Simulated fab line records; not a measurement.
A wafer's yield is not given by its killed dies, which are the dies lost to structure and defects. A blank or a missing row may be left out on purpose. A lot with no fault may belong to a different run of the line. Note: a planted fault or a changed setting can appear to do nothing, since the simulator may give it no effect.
A lot that was struck, set against a sound lot | flow n5_finfet | 40 steps out of a route of 1938
Sound: the wafers L671.1, L671.2, L671.3. Struck: wafer L688.3 (L688.1, L688.6, from the same lot, were not struck and are left out); the cause is given at the end.
At each step with rows: each side's tool, then ch and its chambers, then its first start. Under that, the readings that differ: sound wafers | struck wafers | difference of the means | sigmas: that difference in standard deviations of wafers without a fault.
alike: readings whose means differ by less than 2 such deviations, and words and numbers that are the same on both sides. not compared: withheld readings, readings that some wafer has no value for, bounds like >300 that may hide the same value, and numbers for which the record gives no deviation and whose values overlap.
A row with sigmas, a row that says differs or no value, or rows on one side alone: a step with any of these is where the two part. Numbers that don't overlap but have no deviation are shown without sigmas and don't part them. A reading missing from all wafers of one side parts the sides only when that side holds two or more wafers.

first, 9 steps without rows for these wafers: N5_BEOL_M4_ANNEAL_95 (time 240 s); N5_BEOL_M4_SPUTTER_96 (material Cu, target thk 4.5 nm, time 8.29 s); N5_BEOL_M4_ECD_50 (material Cu, target thk 300 nm); N5_BEOL_M4_ANNEAL_51 (time 90 s); N5_BEOL_M4_CMP_52 (polishes, stops on SiOC, t overpolish 6.8 s, target thk 40 nm); N5_BEOL_M4_PRE_CLEAN_60 (time 15 s); N5_BEOL_M4_CO_CAP_55 (material Co, precursor CCTBA/H2, target thk 2 nm, time 102.1 s); N5_BEOL_M4_PRE_CLEAN_56 (time 15 s); N5_BEOL_M4_DEP_57 (deposits SiCN from 3MS/NH3, target thk 8 nm, time 14 s).
N5_BEOL_M4_RC_MEAS_101:
  sound on prober-02 ch 0, day 8 21:28; struck on prober-02 ch 0, day 12 10:30
  reading       | sound       | struck | difference | sigmas
  ION_N (uA/um) | 682 701 678 | 648    | -39        | -3
  ION_P (uA/um) | 465 480 465 | 447    | -23        | -2
  VT_N (mV)     | 248 245 250 | 256    | +8         | +2
  alike: DIBL_N, DIBL_P, IOFF_N, IOFF_P, SS_N, SS_P, VT_P
then, 24 steps without rows for these wafers: N5_BEOL_M5_ILD_DEP_00 (deposits SiCOH lowk from DEMS/porogen, target thk 140.64 nm, time 25.9 s); N5_BEOL_M5_CURE_79 (cures SiCOH lowk, time 240 s); N5_BEOL_M5_PECVD_70 (deposits SiO2 from TEOS/O2, target thk 16 nm, time 18 s); N5_BEOL_M5_HM_DEP_02 (deposits TiN, target thk 20 nm); N5_BEOL_M5_COAT_59 (time 60 s, resist thk 60 nm); N5_BEOL_M5_COAT_60 (time 60 s, resist thk 12 nm); N5_BEOL_M5_COAT_71 (time 60 s, resist thk 5 nm); N5_BEOL_M5_COAT_05 (resist thk 30 nm); N5_BEOL_M5_EBR_07; N5_BEOL_M5_SOFTBAKE_06 (time 60 s); N5_BEOL_M5_EXPOSE_08 (exposes mask M5, target cd 28 nm); N5_BEOL_M5_PEB_09 (peb time 60 s); N5_BEOL_M5_DEVELOP_10 (develop time 30 s); N5_BEOL_M5_DESCUM_16 (chemistry O2, time 7 s); N5_BEOL_M5_ETCH_72 (etches underlayer in N2/H2, target depth 6.5 nm, time 5.2 s); N5_BEOL_M5_ETCH_61 (etches SiARC in CF4, target depth 15.6 nm, time 26 s); N5_BEOL_M5_ETCH_62 (etches SOC in N2/H2, target depth 75 nm, overetch 15 nm, time 112.5 s); N5_BEOL_M5_STRIP_63 (strips in N2/H2); N5_BEOL_M5_STRIP_73 (strips in N2/H2); N5_BEOL_M5_STRIP_64 (strips in CF4); N5_BEOL_M5_HM_OPEN_17 (chemistry Cl2/BCl3, target TiN, target depth 20 nm, overetch 6 nm); N5_BEOL_M5_STRIP_19 (strips in O2); N5_BEOL_M5_COAT_65 (time 60 s, resist thk 60 nm); N5_BEOL_M5_COAT_66 (time 60 s, resist thk 12 nm).
-- the record jumps here: 3 days lie between the struck wafers' starts before and after (it left off in module BEOL_M5 and takes up again in module BEOL_M14, whose first step shown is number 1753 of the route) --
N5_BEOL_M14_TRENCH_ETCH_34: etches SiO2 in C4F8/O2/Ar, target depth 556.65 nm, time 126.9 s.
  sound on rie_diel-02 ch 1,2,3, day 12 01:43; struck on rie_diel-02 ch 1, day 15 22:19
  reading                         | sound             | struck | difference | sigmas
  oes_ar_750_au (a.u.)            | 0.72 0.84 0.69    | 0.94   | +0.19      | +2
  oes_product_au (a.u.)           | 0.73 0.85 0.69    | 0.95   | +0.19      | +2
  rf_hours_counter_h (h)          | 213 81 233        | 8      | -168       |
  showerhead_plenum_p_Torr (Torr) | 3.48 3.35 3.24    | 3.62   | +0.26      | +3
  model.etch.depth_nm (nm)        | 549.7 585.9 554.8 | 198.7  | -364.8     |
  alike: drypump_motor_current_A, rf_vpp_V, throttle_valve_pct
N5_BEOL_M14_OCD_MEAS_35:
  sound on ocd-02, day 12 01:52; struck on ocd-02, day 15 22:29
  reading              | sound       | struck | difference | sigmas
  trench_depth_nm (nm) | 550 585 554 | 199    | -364       | -20
N5_BEOL_M14_CMP_49: polishes, stops on SiO2, t overpolish 5.2 s, target thk 560 nm.
  sound on cmp-01 ch 0,2,3, day 12 04:16; struck on cmp-01 ch 3, day 16 01:19
  reading                                 | sound             | struck | difference | sigmas
  model.Cu_of_BEOL_M14_ECD_47.thk_nm (nm) | 553.8 590.6 558.4 | 202.8  | -364.8     |
  alike: barrier_field_endpoint_s, motor_current_A, overpolish_run_s, time_to_endpoint_s
N5_BEOL_M14_THK_MEAS_50: measures by xrf.
  sound on film_metro-01, day 12 04:34; struck on film_metro-02, day 16 01:37
  reading      | sound       | struck | difference | sigmas
  M14_THK (nm) | 556 596 562 | 204    | -367       | -20
N5_BEOL_M14_RS_MEAS_54: uses a four-point probe to measure.
  sound on film_metro-01, day 12 04:41; struck on film_metro-01, day 16 01:45
  reading         | sound                | struck | difference | sigmas
  M14_RS (ohm/sq) | 0.0335 0.0314 0.0333 | 0.0956 | +0.0629    | +57
N5_PASSIVATION_PROBE_49:
  record: rows for the struck wafers here (prober-02, day 16 21:49), none for the sound ones

## WHERE THEY PART
At N5_BEOL_M4_RC_MEAS_101 first; at N5_PASSIVATION_PROBE_49 last (within this record only).

WHY: what the simulator had put in
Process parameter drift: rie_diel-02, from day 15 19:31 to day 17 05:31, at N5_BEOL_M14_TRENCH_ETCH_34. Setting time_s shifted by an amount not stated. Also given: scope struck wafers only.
